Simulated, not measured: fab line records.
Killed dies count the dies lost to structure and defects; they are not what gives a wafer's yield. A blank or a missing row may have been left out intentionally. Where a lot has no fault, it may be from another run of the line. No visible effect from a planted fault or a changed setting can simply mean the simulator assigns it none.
Which tool was responsible? || flow nand harc || 33 wafers from 11 lots sampled at 5 of the route's 1159 steps

WHAT THE GAUGES READ, wafer by wafer
NHARC_END_SORT_01.
{"lot": "L526", "measured": "day 19 16:58", "on": "prober-02", "killed at array": "27 26 31"}
{"lot": "L528", "measured": "day 19 17:01", "on": "prober-01", "killed at array": "16 23 19"}
{"lot": "L529", "measured": "day 20 08:45", "on": "prober-02", "killed at array": "10 12 12"}
{"lot": "L535", "measured": "day 21 18:46", "on": "prober-02", "killed at array": "37 31 38"}
{"lot": "L534", "measured": "day 21 09:57", "on": "prober-01", "killed at array": "15 16 12"}
{"lot": "L538", "measured": "day 22 20:36", "on": "prober-01", "killed at array": "23 31 27"}
{"lot": "L542", "measured": "day 23 20:28", "on": "prober-01", "killed at array": "64 45 41"}
{"lot": "L545", "measured": "day 24 03:31", "on": "prober-01", "killed at array": "27 22 21"}
{"lot": "L549", "measured": "day 24 11:31", "on": "prober-02", "killed at array": "31 31 21"}
{"lot": "L548", "measured": "day 25 01:19", "on": "prober-01", "killed at array": "17 28 20"}
{"lot": "L547", "measured": "day 24 11:31", "on": "prober-01", "killed at array": "26 36 35"}

TOOL THAT RAN EACH LOT (tool first, then ch and the chambers of the sampled wafers, then the start)
{"lot": "L526", "NHARC_A_STAIRCASE_TRIM_12": "rie diel-02 ch 0,1,2, day 10 11:56", "NHARC_A_STAIRCASE_TRIM_22": "rie diel-06 ch 1,2,3, day 10 14:29 or earlier", "NHARC_A_STAIRCASE_TRIM_24": "rie diel-06 ch 0,1,3, day 10 14:29 or earlier", "NHARC_A_STAIRCASE_TRIM_26": "rie diel-06 ch 0,2,3, day 10 14:29"}
{"lot": "L528", "NHARC_A_STAIRCASE_TRIM_12": "rie diel-02 ch 1,2,3, day 10 22:49", "NHARC_A_STAIRCASE_TRIM_22": "rie diel-02 ch 0,1,3, day 11 00:39 or earlier", "NHARC_A_STAIRCASE_TRIM_24": "rie diel-02 ch 0,1, day 11 00:39 or earlier", "NHARC_A_STAIRCASE_TRIM_26": "rie diel-02 ch 2,3, day 11 00:39"}
{"lot": "L529", "NHARC_A_STAIRCASE_TRIM_12": "rie diel-02 ch 0,1,3, day 11 11:51", "NHARC_A_STAIRCASE_TRIM_22": "rie diel-02 ch 1,2,3, day 11 13:43 or earlier", "NHARC_A_STAIRCASE_TRIM_24": "rie diel-02 ch 0,1,3, day 11 13:43 or earlier", "NHARC_A_STAIRCASE_TRIM_26": "rie diel-02 ch 0,1,3, day 11 13:43"}
{"lot": "L535", "NHARC_A_STAIRCASE_TRIM_12": "rie diel-06 ch 1,3, day 12 18:01", "NHARC_A_STAIRCASE_TRIM_22": "rie diel-02 ch 0,1,2, day 12 20:23 or earlier", "NHARC_A_STAIRCASE_TRIM_24": "rie diel-02 ch 0,2, day 12 20:23 or earlier", "NHARC_A_STAIRCASE_TRIM_26": "rie diel-02 ch 0,1, day 12 20:23"}
{"lot": "L534", "NHARC_A_STAIRCASE_TRIM_12": "rie diel-06 ch 0,2,3, day 12 18:20", "NHARC_A_STAIRCASE_TRIM_22": "rie diel-06 ch 0,1,3, day 12 20:17 or earlier", "NHARC_A_STAIRCASE_TRIM_24": "rie diel-06 ch 1,2,3, day 12 20:17 or earlier", "NHARC_A_STAIRCASE_TRIM_26": "rie diel-06 ch 0,1,2, day 12 20:17"}
{"lot": "L538", "NHARC_A_STAIRCASE_TRIM_12": "rie diel-02 ch 0,1,3, day 14 00:26", "NHARC_A_STAIRCASE_TRIM_22": "rie diel-06 ch 1,3, day 14 03:52 or earlier", "NHARC_A_STAIRCASE_TRIM_24": "rie diel-06 ch 2,3, day 14 03:52 or earlier", "NHARC_A_STAIRCASE_TRIM_26": "rie diel-06 ch 0,1, day 14 03:52"}
{"lot": "L542", "NHARC_A_STAIRCASE_TRIM_12": "rie diel-13 ch 1,2, day 15 00:07", "NHARC_A_STAIRCASE_TRIM_22": "rie diel-02 ch 1,3, day 15 02:50 or earlier", "NHARC_A_STAIRCASE_TRIM_24": "rie diel-02 ch 1,2, day 15 02:50 or earlier", "NHARC_A_STAIRCASE_TRIM_26": "rie diel-02 ch 1,2,3, day 15 02:50"}
{"lot": "L545", "NHARC_A_STAIRCASE_TRIM_12": "rie diel-02 ch 1,2, day 15 06:29", "NHARC_A_STAIRCASE_TRIM_22": "rie diel-02 ch 0,2,3, day 15 08:31 or earlier", "NHARC_A_STAIRCASE_TRIM_24": "rie diel-02 ch 0,1,3, day 15 08:31 or earlier", "NHARC_A_STAIRCASE_TRIM_26": "rie diel-02 ch 1,2, day 15 08:31"}
{"lot": "L549", "NHARC_A_STAIRCASE_TRIM_12": "rie diel-06 ch 2,3, day 15 23:13", "NHARC_A_STAIRCASE_TRIM_22": "rie diel-06 ch 0,1,2, day 16 00:58 or earlier", "NHARC_A_STAIRCASE_TRIM_24": "rie diel-06 ch 0,2, day 16 00:58 or earlier", "NHARC_A_STAIRCASE_TRIM_26": "rie diel-06 ch 1,2,3, day 16 00:58"}
{"lot": "L548", "NHARC_A_STAIRCASE_TRIM_12": "rie diel-13 ch 0,1,3, day 15 23:39", "NHARC_A_STAIRCASE_TRIM_22": "rie diel-06 ch 1,2,3, day 16 02:01 or earlier", "NHARC_A_STAIRCASE_TRIM_24": "rie diel-06 ch 1,2,3, day 16 02:01 or earlier", "NHARC_A_STAIRCASE_TRIM_26": "rie diel-06 ch 1,2,3, day 16 02:01"}
{"lot": "L547", "NHARC_A_STAIRCASE_TRIM_12": "rie diel-02 ch 0,1,2, day 16 12:31", "NHARC_A_STAIRCASE_TRIM_22": "rie diel-13 ch 0,2,3, day 16 15:47 or earlier", "NHARC_A_STAIRCASE_TRIM_24": "rie diel-13 ch 0,3, day 16 15:47 or earlier", "NHARC_A_STAIRCASE_TRIM_26": "rie diel-13 ch 1,3, day 16 15:47"}
- NHARC_A_STAIRCASE_TRIM_12: chemistry O2, time 211.2 s.
- NHARC_A_STAIRCASE_TRIM_22: chemistry O2, time 211.2 s.
- NHARC_A_STAIRCASE_TRIM_24: chemistry O2, time 211.2 s.
- NHARC_A_STAIRCASE_TRIM_26: chemistry O2, time 211.2 s.

THE ANSWER, worked out from the rows above alone
Rule: the usual values come from the lots themselves. The widest of any qualifying gaps counts: lots, ordered by their means at a reading, are off when they make up no more than a third of the lots, leave a main group of 4 or more, and stand apart from it by 3 or more times the standard deviation of that group's means. The tables above print the reading to a certain number of digits; a main group whose means all agree to those digits is not used. Also off: a lot with no number at a reading for which 4 or more lots have one. All remaining lots with rows at the step are treated as sound.
Nothing can be told from this: no lot is off at any reading shown.

WHAT THE SIMULATOR HAD PUT IN
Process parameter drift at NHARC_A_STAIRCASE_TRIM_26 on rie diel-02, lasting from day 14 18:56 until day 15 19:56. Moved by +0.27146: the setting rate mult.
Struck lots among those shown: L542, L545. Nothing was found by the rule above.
